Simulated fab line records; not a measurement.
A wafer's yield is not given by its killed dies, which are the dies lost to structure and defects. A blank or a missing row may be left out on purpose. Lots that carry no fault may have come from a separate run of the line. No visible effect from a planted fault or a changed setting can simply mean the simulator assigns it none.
Which of the tools did it? + flow n5_finfet + Sampling: 24 lots, 72 wafers, 6 of 1938 route steps

== WHAT THE GAUGES READ, wafer by wafer ==
N5_BEOL_M8_OVL_MEAS_29. Usual: V7_OVL typically reads 0.1 nm, with standard deviation 0.76.
| lot  | measured     | on         | V7_OVL (nm)    | flag |
|------|--------------|------------|----------------|------|
| L074 | day 9 19:57  | overlay-01 | 1.4 0.0 2.0    |      |
| L075 | day 10 02:05 | overlay-02 | -1.8 -1.4 -1.2 |      |
| L077 | day 10 03:02 | overlay-01 | -0.1 0.3 -0.9  |      |
| L076 | day 10 06:30 | overlay-01 | -0.3 0.4 0.4   |      |
| L079 | day 11 08:32 | overlay-02 | 0.0 0.2 -0.9   |      |
| L078 | day 11 08:34 | overlay-02 | 0.3 0.6 -0.1   |      |
| L082 | day 11 21:28 | overlay-02 | 0.9 0.5 1.0    |      |
| L080 | day 11 21:31 | overlay-01 | 1.3 0.1 1.4    |      |
| L081 | day 11 22:22 | overlay-02 | 0.4 0.9 0.7    |      |
| L085 | day 12 07:08 | overlay-01 | -0.9 0.5 1.3   |      |
| L083 | day 12 12:50 | overlay-02 | -1.0 -0.8 -0.1 |      |
| L087 | day 12 16:52 | overlay-02 | -0.7 -0.4 -0.1 |      |
| L084 | day 12 16:56 | overlay-02 | 1.3 0.0 0.2    |      |
| L086 | day 12 18:37 | overlay-01 | 0.8 1.4 1.5    |      |
| L088 | day 13 04:16 | overlay-01 | -0.8 -0.4 0.0  |      |
| L089 | day 13 10:19 | overlay-02 | 0.3 0.3 -0.4   |      |
| L090 | day 14 00:52 | overlay-02 | -0.4 0.5 -0.4  |      |
| L092 | day 14 10:40 | overlay-02 | 1.0 0.6 0.5    |      |
| L091 | day 14 10:50 | overlay-02 | -0.8 0.4 -0.7  |      |
| L093 | day 14 19:14 | overlay-02 | 1.0 -0.1 2.0   |      |
| L094 | day 15 02:33 | overlay-02 | 1.0 0.8 -0.3   |      |
| L097 | day 15 13:28 | overlay-01 | 0.5 -0.1 -0.5  |      |
| L096 | day 15 17:46 | overlay-01 | -0.4 -0.3 0.1  |      |
| L095 | day 15 17:58 | overlay-01 | -0.9 0.2 -0.4  |      |

N5_BEOL_M8_CD_MEAS_35: the cd target is 40 nm. Usual: cd_nm at 40.2 nm, with a standard deviation of 0.61.
| lot  | measured     | on        | cd_nm (nm)     | flag |
|------|--------------|-----------|----------------|------|
| L074 | day 9 20:38  | cd_sem-01 | 40.4 41.7 40.8 |      |
| L075 | day 10 02:46 | cd_sem-02 | 40.5 39.0 40.1 |      |
| L077 | day 10 03:47 | cd_sem-02 | 39.7 39.9 39.2 |      |
| L076 | day 10 07:18 | cd_sem-03 | 39.8 39.5 40.0 |      |
| L079 | day 11 09:12 | cd_sem-01 | 40.2 39.9 40.3 |      |
| L078 | day 11 09:33 | cd_sem-02 | 39.9 40.8 39.6 |      |
| L082 | day 11 22:25 | cd_sem-01 | 39.2 40.8 39.7 |      |
| L080 | day 11 22:57 | cd_sem-03 | 40.8 41.7 40.7 |      |
| L081 | day 11 23:19 | cd_sem-02 | 39.9 40.5 39.9 |      |
| L085 | day 12 07:49 | cd_sem-01 | 39.9 39.2 40.2 |      |
| L083 | day 12 13:31 | cd_sem-02 | 41.0 40.9 40.5 |      |
| L087 | day 12 17:48 | cd_sem-03 | 40.9 40.6 40.2 |      |
| L084 | day 12 17:51 | cd_sem-01 | 39.9 40.2 40.6 |      |
| L086 | day 12 19:17 | cd_sem-03 | 40.2 39.9 40.8 |      |
| L088 | day 13 04:56 | cd_sem-01 | 39.9 39.6 39.9 |      |
| L089 | day 13 10:59 | cd_sem-02 | 40.0 39.7 39.3 |      |
| L090 | day 14 02:03 | cd_sem-03 | 40.2 38.9 40.2 |      |
| L092 | day 14 11:22 | cd_sem-02 | 40.6 39.4 40.2 |      |
| L091 | day 14 11:43 | cd_sem-01 | 41.3 40.5 40.8 |      |
| L093 | day 14 20:32 | cd_sem-01 | 40.9 39.9 41.4 |      |
| L094 | day 15 03:32 | cd_sem-02 | 41.2 40.0 40.5 |      |
| L097 | day 15 14:08 | cd_sem-03 | 40.5 40.9 39.4 |      |
| L096 | day 15 18:47 | cd_sem-02 | 40.3 40.7 40.6 |      |
| L095 | day 15 19:12 | cd_sem-03 | 41.2 39.4 40.8 |      |

N5_BEOL_M9_OVL_MEAS_29. Usual: V8_OVL typically reads -0.3 nm, with standard deviation 0.62.
| lot  | measured     | on         | V8_OVL (nm)    | flag |
|------|--------------|------------|----------------|------|
| L074 | day 10 02:49 | overlay-02 | 0.1 0.0 0.4    |      |
| L075 | day 10 08:30 | overlay-02 | -0.8 -1.5 -1.1 |      |
| L077 | day 10 12:35 | overlay-02 | -0.7 -0.6 -0.2 |      |
| L076 | day 10 15:56 | overlay-02 | -1.2 1.1 -0.4  |      |
| L079 | day 11 21:24 | overlay-01 | 0.2 0.0 0.4    |      |
| L078 | day 11 21:33 | overlay-02 | -0.4 0.4 -1.2  |      |
| L082 | day 12 04:33 | overlay-02 | -0.9 1.1 -0.4  |      |
| L080 | day 12 06:17 | overlay-02 | 0.6 -0.3 0.5   |      |
| L081 | day 12 06:38 | overlay-02 | -0.9 -0.1 0.3  |      |
| L085 | day 12 14:43 | overlay-02 | -0.5 0.2 -0.4  |      |
| L083 | day 12 19:28 | overlay-02 | 0.5 -1.1 -0.3  |      |
| L087 | day 12 23:11 | overlay-02 | -1.1 0.1 -1.2  |      |
| L084 | day 13 04:28 | overlay-02 | -0.3 -1.2 -1.5 |      |
| L086 | day 13 04:19 | overlay-02 | 0.0 0.0 -0.5   |      |
| L088 | day 13 13:25 | overlay-02 | -1.3 -0.8 0.5  |      |
| L089 | day 13 17:18 | overlay-01 | -1.2 0.4 -0.4  |      |
| L090 | day 14 10:26 | overlay-02 | -0.6 1.0 -0.9  |      |
| L092 | day 14 19:04 | overlay-01 | 0.3 0.0 -1.0   |      |
| L091 | day 14 19:16 | overlay-01 | -0.9 -0.9 -1.6 |      |
| L093 | day 15 04:35 | overlay-02 | -0.1 -0.4 -0.2 |      |
| L094 | day 15 13:23 | overlay-01 | 0.0 -0.1 0.3   |      |
| L097 | day 15 22:29 | overlay-01 | -0.6 -1.0 -1.0 |      |
| L096 | day 16 03:19 | overlay-01 | -0.3 -0.2 0.4  |      |
| L095 | day 16 03:41 | overlay-02 | 0.8 -0.4 0.5   |      |

== TOOL THAT RAN EACH LOT (tool first, then ch and the chambers of the sampled wafers, then the start) ==
| lot  | N5_BEOL_M8_ETCH_72                 | N5_BEOL_M8_ETCH_66                 | N5_BEOL_M8_VIA_ETCH_34             |
|------|------------------------------------|------------------------------------|------------------------------------|
| L074 | rie_diel-06 ch 0,1,3, day 9 20:04  | rie_diel-06 ch 0,1,3, day 9 20:06  | rie_diel-06 ch 0,1,3, day 9 20:12  |
| L075 | rie_diel-02 ch 0,1, day 10 02:13   | rie_diel-02 ch 0,1, day 10 02:15   | rie_diel-02 ch 0,1, day 10 02:21   |
| L077 | rie_diel-06 ch 0,1,2, day 10 03:10 | rie_diel-06 ch 0,1,2, day 10 03:13 | rie_diel-06 ch 0,1,2, day 10 03:19 |
| L076 | rie_diel-03 ch 0,1, day 10 06:45   | rie_diel-03 ch 0,1, day 10 06:47   | rie_diel-03 ch 0,1, day 10 06:54   |
| L079 | rie_diel-06 ch 0,2,3, day 11 08:39 | rie_diel-06 ch 0,2,3, day 11 08:41 | rie_diel-06 ch 0,2,3, day 11 08:47 |
| L078 | rie_diel-03 ch 0,3, day 11 09:01   | rie_diel-03 ch 0,3, day 11 09:03   | rie_diel-03 ch 0,3, day 11 09:09   |
| L082 | rie_diel-02 ch 1,2, day 11 21:52   | rie_diel-02 ch 1,2, day 11 21:55   | rie_diel-02 ch 1,2, day 11 22:01   |
| L080 | rie_diel-02 ch 0,1,3, day 11 22:24 | rie_diel-02 ch 0,1,3, day 11 22:26 | rie_diel-02 ch 0,1,3, day 11 22:32 |
| L081 | rie_diel-06 ch 0,1,3, day 11 22:46 | rie_diel-06 ch 0,1,3, day 11 22:49 | rie_diel-06 ch 0,1,3, day 11 22:55 |
| L085 | rie_diel-02 ch 0,1, day 12 07:16   | rie_diel-02 ch 0,1, day 12 07:19   | rie_diel-02 ch 0,1, day 12 07:25   |
| L083 | rie_diel-02 ch 0,2,3, day 12 12:58 | rie_diel-02 ch 0,2,3, day 12 13:01 | rie_diel-02 ch 0,2,3, day 12 13:07 |
| L087 | rie_diel-02 ch 1,2, day 12 17:15   | rie_diel-02 ch 1,2, day 12 17:17   | rie_diel-02 ch 1,2, day 12 17:23   |
| L084 | rie_diel-03 ch 0,1, day 12 17:17   | rie_diel-03 ch 0,1, day 12 17:20   | rie_diel-03 ch 0,1, day 12 17:26   |
| L086 | rie_diel-06 ch 0,1,3, day 12 18:44 | rie_diel-06 ch 0,1,3, day 12 18:47 | rie_diel-06 ch 0,1,3, day 12 18:53 |
| L088 | rie_diel-03 ch 1,2, day 13 04:23   | rie_diel-03 ch 1,2, day 13 04:26   | rie_diel-03 ch 1,2, day 13 04:32   |
| L089 | rie_diel-02 ch 0,2, day 13 10:26   | rie_diel-02 ch 0,2, day 13 10:28   | rie_diel-02 ch 0,2, day 13 10:34   |
| L090 | rie_diel-02 ch 1,3, day 14 01:30   | rie_diel-02 ch 1,3, day 14 01:33   | rie_diel-02 ch 1,3, day 14 01:39   |
| L092 | rie_diel-02 ch 0,2,3, day 14 10:49 | rie_diel-02 ch 0,2,3, day 14 10:52 | rie_diel-02 ch 0,2,3, day 14 10:58 |
| L091 | rie_diel-06 ch 0,2,3, day 14 11:10 | rie_diel-06 ch 0,2,3, day 14 11:13 | rie_diel-06 ch 0,2,3, day 14 11:19 |
| L093 | rie_diel-06 ch 0,1,2, day 14 19:59 | rie_diel-06 ch 0,1,2, day 14 20:01 | rie_diel-06 ch 0,1,2, day 14 20:07 |
| L094 | rie_diel-03 ch 0,2,3, day 15 03:00 | rie_diel-03 ch 0,2,3, day 15 03:02 | rie_diel-03 ch 0,2,3, day 15 03:08 |
| L097 | rie_diel-06 ch 2,3, day 15 13:35   | rie_diel-06 ch 2,3, day 15 13:38   | rie_diel-06 ch 2,3, day 15 13:44   |
| L096 | rie_diel-03 ch 1,2,3, day 15 18:15 | rie_diel-03 ch 1,2,3, day 15 18:17 | rie_diel-03 ch 1,2,3, day 15 18:23 |
| L095 | rie_diel-03 ch 0,1,3, day 15 18:38 | rie_diel-03 ch 0,1,3, day 15 18:41 | rie_diel-03 ch 0,1,3, day 15 18:47 |
- N5_BEOL_M8_ETCH_72: etches underlayer in N2/H2, target depth 6.5 nm, time 5.2 s.
- N5_BEOL_M8_ETCH_66: etches SOC in N2/H2, target depth 80 nm, overetch 16 nm, time 120 s.
- N5_BEOL_M8_VIA_ETCH_34: etches SiCOH lowk in C4F6/O2, target depth 125.5 nm, time 50.5 s.

== AS READ BY THE TOOLS THEMSELVES (means over the sampled wafers that have a number; for cases with no such wafer, the mark the record gives instead) ==
N5_BEOL_M8_ETCH_72. Usual: drypump_motor_current_A 5.6 A, standard deviation 0.51; etch_rf_on_time_s 5.30 s, standard deviation 0.13; oes_product_au 0.66 a.u., standard deviation 0.043; rf_vpp_V 523.1 V, standard deviation 2.4; showerhead_plenum_p_Torr 2.52 Torr, standard deviation 0.073; throttle_valve_pct 17.85 %, standard deviation 0.26.
| lot  | tool        | drypump_motor_current_A (A) | etch_rf_on_time_s (s) | oes_product_au (a.u.) | rf_vpp_V (V) | showerhead_plenum_p_Torr (Torr) | throttle_valve_pct (%) | flag |
|------|-------------|-----------------------------|-----------------------|-----------------------|--------------|---------------------------------|------------------------|------|
| L074 | rie_diel-06 | 5.9                         | 5.23                  | 0.68                  | 522.7        | 2.49                            | 17.94                  |      |
| L075 | rie_diel-02 | 5.3                         | 5.40                  | 0.64                  | 522.8        | 2.51                            | 18.02                  |      |
| L077 | rie_diel-06 | 5.5                         | 5.30                  | 0.67                  | 520.8        | 2.45                            | 17.80                  |      |
| L076 | rie_diel-03 | 5.9                         | 5.31                  | 0.72                  | 525.9        | 2.62                            | 17.49                  |      |
| L079 | rie_diel-06 | 6.1                         | 5.32                  | 0.67                  | 521.6        | 2.49                            | 17.91                  |      |
| L078 | rie_diel-03 | 5.8                         | 5.17                  | 0.65                  | 525.0        | 2.58                            | 17.61                  |      |
| L082 | rie_diel-02 | 5.1                         | 5.34                  | 0.70                  | 520.8        | 2.47                            | 18.02                  |      |
| L080 | rie_diel-02 | 5.3                         | 5.42                  | 0.64                  | 523.3        | 2.55                            | 17.98                  |      |
| L081 | rie_diel-06 | 5.9                         | 5.22                  | 0.66                  | 523.2        | 2.48                            | 17.97                  |      |
| L085 | rie_diel-02 | 5.1                         | 5.47                  | 0.65                  | 522.2        | 2.49                            | 17.98                  |      |
| L083 | rie_diel-02 | 5.3                         | 5.31                  | 0.65                  | 524.2        | 2.55                            | 18.05                  |      |
| L087 | rie_diel-02 | 5.1                         | 5.26                  | 0.70                  | 521.7        | 2.48                            | 18.12                  |      |
| L084 | rie_diel-03 | 5.9                         | 5.28                  | 0.70                  | 524.8        | 2.61                            | 17.52                  |      |
| L086 | rie_diel-06 | 5.9                         | 5.19                  | 0.66                  | 522.3        | 2.48                            | 17.99                  |      |
| L088 | rie_diel-03 | 5.9                         | 5.33                  | 0.70                  | 524.9        | 2.58                            | 17.53                  |      |
| L089 | rie_diel-02 | 5.2                         | 5.28                  | 0.67                  | 522.2        | 2.49                            | 18.18                  |      |
| L090 | rie_diel-02 | 5.3                         | 5.46                  | 0.63                  | 524.3        | 2.58                            | 17.91                  |      |
| L092 | rie_diel-02 | 5.3                         | 5.29                  | 0.64                  | 524.6        | 2.54                            | 18.08                  |      |
| L091 | rie_diel-06 | 6.1                         | 5.33                  | 0.66                  | 522.5        | 2.49                            | 17.92                  |      |
| L093 | rie_diel-06 | 5.5                         | 5.33                  | 0.64                  | 520.8        | 2.43                            | 17.89                  |      |
| L094 | rie_diel-03 | 5.7                         | 5.21                  | 0.65                  | 524.0        | 2.58                            | 17.54                  |      |
| L097 | rie_diel-06 | 6.2                         | 5.25                  | 0.64                  | 523.2        | 2.51                            | 18.06                  |      |
| L096 | rie_diel-03 | 5.9                         | 5.25                  | 0.66                  | 523.3        | 2.55                            | 17.65                  |      |
| L095 | rie_diel-03 | 5.9                         | 5.26                  | 0.65                  | 525.4        | 2.58                            | 17.62                  |      |

N5_BEOL_M8_ETCH_66. Usual: drypump_motor_current_A 5.6 A, standard deviation 0.51; oes_product_au 0.60 a.u., standard deviation 0.039; rf_vpp_V 523.3 V, standard deviation 2.1; showerhead_plenum_p_Torr 2.52 Torr, standard deviation 0.073; throttle_valve_pct 17.81 %, standard deviation 0.26.
| lot  | tool        | drypump_motor_current_A (A) | oes_product_au (a.u.) | rf_vpp_V (V) | showerhead_plenum_p_Torr (Torr) | throttle_valve_pct (%) | flag |
|------|-------------|-----------------------------|-----------------------|--------------|---------------------------------|------------------------|------|
| L074 | rie_diel-06 | 5.9                         | 0.61                  | 522.8        | 2.49                            | 17.90                  |      |
| L075 | rie_diel-02 | 5.3                         | 0.59                  | 523.5        | 2.51                            | 17.98                  |      |
| L077 | rie_diel-06 | 5.5                         | 0.61                  | 521.1        | 2.45                            | 17.77                  |      |
| L076 | rie_diel-03 | 5.9                         | 0.66                  | 525.4        | 2.62                            | 17.45                  |      |
| L079 | rie_diel-06 | 6.1                         | 0.62                  | 523.2        | 2.50                            | 17.85                  |      |
| L078 | rie_diel-03 | 5.8                         | 0.58                  | 525.4        | 2.58                            | 17.59                  |      |
| L082 | rie_diel-02 | 5.0                         | 0.64                  | 522.5        | 2.47                            | 17.98                  |      |
| L080 | rie_diel-02 | 5.3                         | 0.59                  | 524.8        | 2.55                            | 17.93                  |      |
| L081 | rie_diel-06 | 5.9                         | 0.60                  | 521.8        | 2.48                            | 17.93                  |      |
| L085 | rie_diel-02 | 5.2                         | 0.60                  | 522.4        | 2.49                            | 17.96                  |      |
| L083 | rie_diel-02 | 5.3                         | 0.59                  | 523.5        | 2.55                            | 18.03                  |      |
| L087 | rie_diel-02 | 5.1                         | 0.64                  | 521.8        | 2.48                            | 18.07                  |      |
| L084 | rie_diel-03 | 5.9                         | 0.64                  | 525.6        | 2.61                            | 17.48                  |      |
| L086 | rie_diel-06 | 5.9                         | 0.59                  | 522.5        | 2.48                            | 17.95                  |      |
| L088 | rie_diel-03 | 5.9                         | 0.64                  | 524.2        | 2.58                            | 17.50                  |      |
| L089 | rie_diel-02 | 5.2                         | 0.61                  | 521.6        | 2.49                            | 18.14                  |      |
| L090 | rie_diel-02 | 5.3                         | 0.58                  | 525.6        | 2.58                            | 17.88                  |      |
| L092 | rie_diel-02 | 5.3                         | 0.58                  | 523.6        | 2.54                            | 18.06                  |      |
| L091 | rie_diel-06 | 6.1                         | 0.60                  | 522.4        | 2.49                            | 17.88                  |      |
| L093 | rie_diel-06 | 5.5                         | 0.59                  | 521.3        | 2.43                            | 17.83                  |      |
| L094 | rie_diel-03 | 5.7                         | 0.59                  | 525.2        | 2.58                            | 17.49                  |      |
| L097 | rie_diel-06 | 6.2                         | 0.58                  | 523.4        | 2.51                            | 18.01                  |      |
| L096 | rie_diel-03 | 5.9                         | 0.59                  | 523.8        | 2.55                            | 17.60                  |      |
| L095 | rie_diel-03 | 5.9                         | 0.59                  | 525.1        | 2.58                            | 17.59                  |      |

N5_BEOL_M8_VIA_ETCH_34. Usual: O2_flow_sccm 10.002 sccm, standard deviation 0.029; drypump_motor_current_A 5.6 A, standard deviation 0.51; oes_o_777_au 0.77 a.u., standard deviation 0.054; oes_product_au 0.77 a.u., standard deviation 0.053; rf_vpp_V 664 V, standard deviation 14; showerhead_plenum_p_Torr 2.83 Torr, standard deviation 0.071; throttle_valve_pct 20.93 %, standard deviation 0.24.
| lot  | tool        | O2_flow_sccm (sccm) | drypump_motor_current_A (A) | oes_o_777_au (a.u.) | oes_product_au (a.u.) | rf_vpp_V (V) | showerhead_plenum_p_Torr (Torr) | throttle_valve_pct (%) | flag |
|------|-------------|---------------------|-----------------------------|---------------------|-----------------------|--------------|---------------------------------|------------------------|------|
| L074 | rie_diel-06 | 9.990               | 5.9                         | 0.79                | 0.79                  | 670          | 2.80                            | 21.08                  |      |
| L075 | rie_diel-02 | 9.994               | 5.3                         | 0.73                | 0.76                  | 663          | 2.83                            | 21.10                  |      |
| L077 | rie_diel-06 | 9.994               | 5.5                         | 0.79                | 0.79                  | 669          | 2.76                            | 21.02                  |      |
| L076 | rie_diel-03 | 10.003              | 5.9                         | 0.85                | 0.85                  | 686          | 2.92                            | 20.56                  |      |
| L079 | rie_diel-06 | 10.008              | 6.1                         | 0.80                | 0.79                  | 662          | 2.81                            | 21.07                  |      |
| L078 | rie_diel-03 | 9.997               | 5.8                         | 0.75                | 0.76                  | 664          | 2.88                            | 20.52                  |      |
| L082 | rie_diel-02 | 9.989               | 5.1                         | 0.81                | 0.83                  | 655          | 2.79                            | 21.10                  |      |
| L080 | rie_diel-02 | 10.031              | 5.3                         | 0.74                | 0.75                  | 662          | 2.86                            | 21.07                  |      |
| L081 | rie_diel-06 | 10.004              | 5.9                         | 0.77                | 0.77                  | 670          | 2.79                            | 21.09                  |      |
| L085 | rie_diel-02 | 9.977               | 5.2                         | 0.74                | 0.77                  | 662          | 2.81                            | 21.11                  |      |
| L083 | rie_diel-02 | 9.967               | 5.3                         | 0.76                | 0.76                  | 653          | 2.85                            | 21.08                  |      |
| L087 | rie_diel-02 | 10.009              | 5.1                         | 0.83                | 0.83                  | 646          | 2.78                            | 21.12                  |      |
| L084 | rie_diel-03 | 10.014              | 5.9                         | 0.82                | 0.82                  | 685          | 2.91                            | 20.59                  |      |
| L086 | rie_diel-06 | 10.017              | 5.9                         | 0.77                | 0.76                  | 670          | 2.79                            | 21.09                  |      |
| L088 | rie_diel-03 | 9.987               | 5.9                         | 0.82                | 0.83                  | 679          | 2.89                            | 20.68                  |      |
| L089 | rie_diel-02 | 9.997               | 5.2                         | 0.80                | 0.78                  | 645          | 2.79                            | 21.13                  |      |
| L090 | rie_diel-02 | 9.995               | 5.3                         | 0.74                | 0.74                  | 661          | 2.89                            | 21.02                  |      |
| L092 | rie_diel-02 | 10.010              | 5.3                         | 0.75                | 0.73                  | 653          | 2.84                            | 21.10                  |      |
| L091 | rie_diel-06 | 9.999               | 6.1                         | 0.77                | 0.77                  | 661          | 2.80                            | 21.09                  |      |
| L093 | rie_diel-06 | 9.991               | 5.5                         | 0.75                | 0.75                  | 669          | 2.74                            | 21.07                  |      |
| L094 | rie_diel-03 | 10.021              | 5.6                         | 0.76                | 0.77                  | 664          | 2.88                            | 20.54                  |      |
| L097 | rie_diel-06 | 10.002              | 6.2                         | 0.76                | 0.74                  | 666          | 2.82                            | 21.12                  |      |
| L096 | rie_diel-03 | 9.981               | 5.9                         | 0.77                | 0.77                  | 668          | 2.86                            | 20.68                  |      |
| L095 | rie_diel-03 | 10.003              | 5.9                         | 0.76                | 0.76                  | 673          | 2.88                            | 20.60                  |      |

== THE ANSWER, worked out from the rows above alone ==
Rule: a lot is off if the mean of its wafers that have a number lies more than 3 standard deviations from the usual mean. A lot without any number at a reading at which 4 lots or more have one is off too. Where the step has rows for the other lots, those lots are counted as sound. Order of review: gauges by route order, followed by the tools' own readings, for which a lot's mean as printed above is used. The first step at which some lot is off is used, and at that step the reading that is off furthest; a lot without a number counts as furthest.
Nothing can be told from this: no lot is off at any reading shown.

== WHAT HAD BEEN PUT IN BY THE SIMULATOR ==
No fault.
